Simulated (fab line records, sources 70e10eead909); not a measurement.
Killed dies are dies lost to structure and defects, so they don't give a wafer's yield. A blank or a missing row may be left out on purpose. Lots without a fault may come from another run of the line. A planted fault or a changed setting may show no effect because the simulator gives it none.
A struck lot beside a sound one | flow nand_harc | 13 steps out of a route of 1302
Sound: wafers L568.1, L568.5, L568.6. Struck: wafers L578.1, L578.4, L578.5. The cause comes at the end.
At each step with rows: each side's tool, then ch and its chambers, then its first start. Under that, the readings that differ: sound wafers | struck wafers | difference of the means | sigmas: that difference in standard deviations of wafers without a fault.
alike: readings whose means differ by less than 2 such deviations, and words and numbers that are the same on both sides. not compared: withheld readings, readings that some wafer has no value for, bounds like >300 that may hide the same value, and numbers for which the record gives no deviation and whose values overlap.
The two part at a step that has a row with sigmas, a row that says differs or no value, or rows on one side only. Numbers that don't overlap but have no deviation are shown without sigmas and don't part them. A reading that every wafer of one side lacks parts them only if that side has two wafers or more.

first, 1 step without rows for these wafers: NHARC_A_ONON_D1_DEP_06 (target thk 1000 nm).
NHARC_A_ONON_D1_THK_MEAS_08: measures by ellipsometry.
  sound on film_metro-01, day 8 11:17; struck on film_metro-02, day 12 11:20
  alike: thk_nm
then, 1 step without rows for these wafers: NHARC_A_ONON_D1_DEP_09 (target thk 1000 nm).
NHARC_A_ONON_D1_THK_MEAS_11: measures by ellipsometry.
  sound on film_metro-02, day 8 11:50; struck on film_metro-01, day 12 11:55
  alike: thk_nm
then, 1 step without rows for these wafers: NHARC_A_ONON_D1_DEP_12 (target thk 1000 nm).
NHARC_A_ONON_D1_THK_MEAS_14: measures by ellipsometry.
  sound on film_metro-01, day 8 12:25; struck on film_metro-01, day 12 12:28
  alike: thk_nm
then, 2 steps without rows for these wafers: NHARC_A_ONON_D1_ANNEAL_15 (time 3600 s); NHARC_A_ONON_D1_DEP_16 (target thk 1000 nm).
NHARC_A_ONON_D1_THK_MEAS_18: measures by ellipsometry.
  sound on film_metro-01, day 8 20:13; struck on film_metro-02, day 12 20:50
  alike: thk_nm
then, 1 step without rows for these wafers: NHARC_A_ONON_D1_DEP_19 (target thk 1000 nm).
NHARC_A_ONON_D1_THK_MEAS_21: measures by ellipsometry.
  sound on film_metro-02, day 8 20:46; struck on film_metro-01, day 12 21:24
  reading     | sound          | struck      | difference | sigmas
  thk_nm (nm) | 1000 1002 1002 | 978 979 977 | -23        | -2
NHARC_A_ONON_D1_DEP_22: target thk 1000 nm.
  sound on pecvd_onon-04 ch 0, day 8 20:50; struck on pecvd_onon-02 ch 0, day 12 21:28
  alike: nh3_flow_sccm
NHARC_A_ONON_D1_THK_MEAS_24: measures by ellipsometry.
  sound on film_metro-02, day 8 21:20; struck on film_metro-02, day 12 22:08
  reading     | sound          | struck      | difference | sigmas
  thk_nm (nm) | 1001 1003 1001 | 933 930 933 | -70        | -9
  not compared: hold

WHERE THEY PART
First at NHARC_A_ONON_D1_THK_MEAS_21; last, within this record, at NHARC_A_ONON_D1_THK_MEAS_24.

WHY: what the simulator had put in
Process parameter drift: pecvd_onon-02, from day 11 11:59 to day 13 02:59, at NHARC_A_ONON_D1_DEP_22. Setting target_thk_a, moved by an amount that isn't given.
